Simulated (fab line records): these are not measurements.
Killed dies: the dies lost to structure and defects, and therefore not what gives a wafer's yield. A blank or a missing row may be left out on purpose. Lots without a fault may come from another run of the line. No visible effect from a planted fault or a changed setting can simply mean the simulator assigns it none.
Which tool did it? ; flow n5_finfet ; Sampling: 11 lots, 28 wafers, 6 of 1938 route steps

## WHAT EACH GAUGE READ, for each wafer
N5_BEOL_M4_RC_MEAS_101.
lot;measured;on;DIBL_N (mV/V);DIBL_P (mV/V);IOFF_N (nA/um);IOFF_P (nA/um);ION_N (uA/um);ION_P (uA/um);SS_N (mV/dec);SS_P (mV/dec);VT_N (mV);VT_P (mV)
L921;day 7 17:58;prober-02;32.5 34.3 35.5;34.3 35.3 36.1;0.114 0.124 0.148;0.16 0.17 0.19;661 671 671;455 459 457;71.2 71.5 72.2;72.2 72.8 73.0;252 251 248;-255 -252 -252
L923;day 8 07:28;prober-01;36.3 35.4;36.5 36.5;0.166 0.161;0.22 0.21;681 682;471 468;72.3 72.3;73.6 72.4;250 246;-249 -252
L924;day 8 16:44;prober-02;38.1 34.3 36.9;37.9 32.5 36.6;0.190 0.127 0.170;0.24 0.17 0.22;682 680 688;470 463 466;71.2 70.5 71.9;73.5 72.5 73.9;248 251 250;-252 -256 -253
L929;day 9 12:40;prober-02;34.3 34.4 38.4;33.6 34.0 38.9;0.128 0.122 0.192;0.17 0.17 0.25;674 663 678;460 451 458;70.8 71.3 72.2;72.6 73.4 74.0;253 252 247;-251 -254 -249
L935;day 11 08:19;prober-02;36.5 36.7 38.2;37.7 37.9 39.8;0.165 0.153 0.193;0.19 0.19 0.23;676 670 677;454 458 462;72.8 71.7 71.7;72.5 73.7 73.6;252 251 246;-251 -252 -251
L934;day 11 10:50;prober-02;36.5 37.8 39.0;35.3 36.9 38.3;0.171 0.193 0.215;0.25 0.27 0.31;693 691 697;481 480 481;72.3 72.7 72.8;73.4 74.0 73.8;246 246 245;-245 -246 -243
L936;day 11 13:23;prober-01;34.1 37.0;36.0 38.6;0.121 0.166;0.21 0.26;667 679;466 474;70.9 72.2;73.4 74.2;255 252;-247 -245
L937;day 11 15:56;prober-01;40.2 36.7;41.1 37.4;0.209 0.144;0.23 0.17;693 678;466 462;72.1 70.8;74.6 72.9;249 253;-250 -254
L938;day 11 21:04;prober-02;34.7 34.9 35.6;35.2 35.9 35.2;0.133 0.141 0.151;0.18 0.19 0.18;671 669 667;453 463 458;71.5 71.5 71.8;73.1 73.3 73.2;253 252 254;-251 -254 -253
L939;day 12 08:28;prober-01;37.2 37.4;37.6 36.7;0.184 0.170;0.22 0.21;696 676;467 463;72.2 71.3;74.1 73.6;248 248;-251 -248
L944;day 14 08:32;prober-01;36.5 41.0;35.5 40.2;0.142 0.249;0.22 0.32;667 689;466 478;71.1 72.7;72.7 74.6;250 242;-247 -245

N5_BEOL_M12_INSPECT_30: inspects for defects (macro).
lot;measured;on;raw_defect_count
L921;day 10 13:08;defect_inspect-02;4 0 2
L923;day 10 21:03;defect_inspect-01;3 1
L924;day 11 14:19;defect_inspect-02;3 1 1
L929;day 12 02:00;defect_inspect-02;1 0 1
L935;day 14 09:29;defect_inspect-01;1 2 2
L934;day 14 11:04;defect_inspect-02;2 2 1
L936;day 14 09:07;defect_inspect-01;1 1
L937;day 14 17:46;defect_inspect-01;0 1
L938;day 14 15:24;defect_inspect-02;0 2 1
L939;day 15 07:26;defect_inspect-01;3 1
L944;day 17 03:08;defect_inspect-02;4 2

N5_BEOL_M12_OCD_MEAS_35.
lot;measured;on;trench_depth_nm (nm)
L921;day 10 13:55;ocd-01;321 318 325
L923;day 10 21:50;ocd-01;321 310
L924;day 11 14:52;ocd-02;316 317 322
L929;day 12 02:41;ocd-01;316 329 318
L935;day 14 10:02;ocd-02;309 318 312
L934;day 14 11:38;ocd-02;323 329 315
L936;day 14 09:40;ocd-01;327 317
L937;day 14 18:20;ocd-02;318 319
L938;day 14 15:58;ocd-01;320 310 320
L939;day 15 07:59;ocd-02;320 322
L944;day 17 03:41;ocd-01;314 328

N5_BEOL_M12_RS_MEAS_54: a four-point-probe measurement.
lot;measured;on;M12_RS (ohm/sq)
L921;day 10 15:35;film_metro-01;0.0596 0.0603 0.0591
L923;day 11 05:22;film_metro-02;0.0595 0.0616
L924;day 11 18:52;film_metro-01;0.0605 0.0602 0.0593
L929;day 12 05:29;film_metro-01;0.0604 0.0583 0.0599
L935;day 14 13:34;film_metro-02;0.0599 0.0582 0.0591
L934;day 14 13:50;film_metro-02;0.0576 0.0565 0.0588
L936;day 14 13:06;film_metro-01;0.0583 0.0602
L937;day 14 23:02;film_metro-02;0.0605 0.0598
L938;day 14 19:01;film_metro-01;0.0599 0.0620 0.0598
L939;day 15 09:35;film_metro-02;0.0594 0.0594
L944;day 17 07:37;film_metro-02;0.0610 0.0580

## WHICH TOOL RAN EACH LOT (tool, then ch and the chambers of the sampled wafers, then the start)
lot;N5_BEOL_M12_SPUTTER_44;N5_BEOL_M12_CMP_49
L921;pvd_sputter-01, day 10 14:32;cmp-04 ch 2,3, day 10 15:10
L923;pvd_sputter-02, day 11 04:15;cmp-03 ch 3, day 11 04:59
L924;pvd_sputter-02, day 11 17:34;cmp-04 ch 1,2,3, day 11 18:28
L929;pvd_sputter-02, day 12 04:21;cmp-01 ch 1,2,3, day 12 05:04
L935;pvd_sputter-01, day 14 12:30;cmp-03 ch 0,1,2, day 14 13:08
L934;pvd_sputter-02, day 14 12:40;cmp-01 ch 0,1,3, day 14 13:31
L936;pvd_sputter-02, day 14 12:01;cmp-04 ch 2,3, day 14 12:45
L937;pvd_sputter-03, day 14 21:57;cmp-01 ch 0,1, day 14 22:35
L938;pvd_sputter-02, day 14 17:57;cmp-04 ch 0,1,3, day 14 18:35
L939;pvd_sputter-01, day 15 08:29;cmp-03 ch 3, day 15 09:10
L944;pvd_sputter-03, day 17 06:19;cmp-03 ch 1,3, day 17 07:19
- N5_BEOL_M12_SPUTTER_44: material Ta, target thk 10 nm, time 16.13 s.
- N5_BEOL_M12_CMP_49: polishes, stops on SiOC, t overpolish 20.6 s, target thk 320 nm.

## WHAT THE TOOLS THEMSELVES READ (means of the sampled wafers that have a number; where no wafer has one, the mark that the record gives instead)
N5_BEOL_M12_SPUTTER_44.
lot;tool;bias_v (V);cathode_dc_power_W (W);susceptor_temp_C (C);throttle_valve_pct (%)
L921;pvd_sputter-01;79.6;15001;50.02;30.9
L923;pvd_sputter-02;79.5;15000;50.08;30.7
L924;pvd_sputter-02;80.1;15000;50.04;30.3
L929;pvd_sputter-02;79.9;15001;50.11;30.3
L935;pvd_sputter-01;-;-;-;-
L934;pvd_sputter-02;-;-;-;-
L936;pvd_sputter-02;80.7;15000;50.11;30.0
L937;pvd_sputter-03;80.0;14999;50.14;28.9
L938;pvd_sputter-02;80.0;15000;50.02;30.0
L939;pvd_sputter-01;80.0;14998;49.93;30.5
L944;pvd_sputter-03;79.2;14998;50.05;29.9

N5_BEOL_M12_CMP_49.
lot;tool;barrier_field_endpoint_s (s);motor_current_A (A);retaining_ring_pressure_frac
L921;cmp-04;30.6;6.1;0.999
L923;cmp-03;30.3;6.2;0.995
L924;cmp-04;30.6;6.3;0.997
L929;cmp-01;30.4;5.9;1.004
L935;cmp-03;18.5;6.3;0.998
L934;cmp-01;17.8;5.6;0.996
L936;cmp-04;30.6;6.3;0.993
L937;cmp-01;29.0;5.4;0.998
L938;cmp-04;30.7;6.3;0.998
L939;cmp-03;30.5;6.1;0.998
L944;cmp-03;31.8;6.4;1.002

## THE ANSWER, worked out from the rows above alone
Rule: the usual values come from the lots themselves. Put in order of their means at a reading, lots are off if they are a third of the lots or fewer, leave a main group of 4 or more, and stand apart from it by a gap of 3 or more times the standard deviation of the main group's means; of several such gaps the widest counts. A main group whose means are all the same, to the digits that the tables above print for the reading, isn't used. Also off: a lot with no number at a reading for which 4 or more lots have one. Where the step has rows for the other lots, those lots are counted as sound. The gauges are gone through in route order, then the tools' own readings, and for those a lot's mean is taken as printed above. The first step at which some lot is off is used, and at that step the reading that is off furthest; a lot without a number counts as furthest.
Off at N5_BEOL_M12_SPUTTER_44 (bias_v): L935, L934. Without a number there: L935, L934. Main group: mean 79.9 V, sd 0.4.
A tool fits if, at that step or a process step before it, it ran every lot that is off, and no sound lot after the first of them. No candidate that was tried fits.

## WHAT WAS PUT IN BY THE SIMULATOR
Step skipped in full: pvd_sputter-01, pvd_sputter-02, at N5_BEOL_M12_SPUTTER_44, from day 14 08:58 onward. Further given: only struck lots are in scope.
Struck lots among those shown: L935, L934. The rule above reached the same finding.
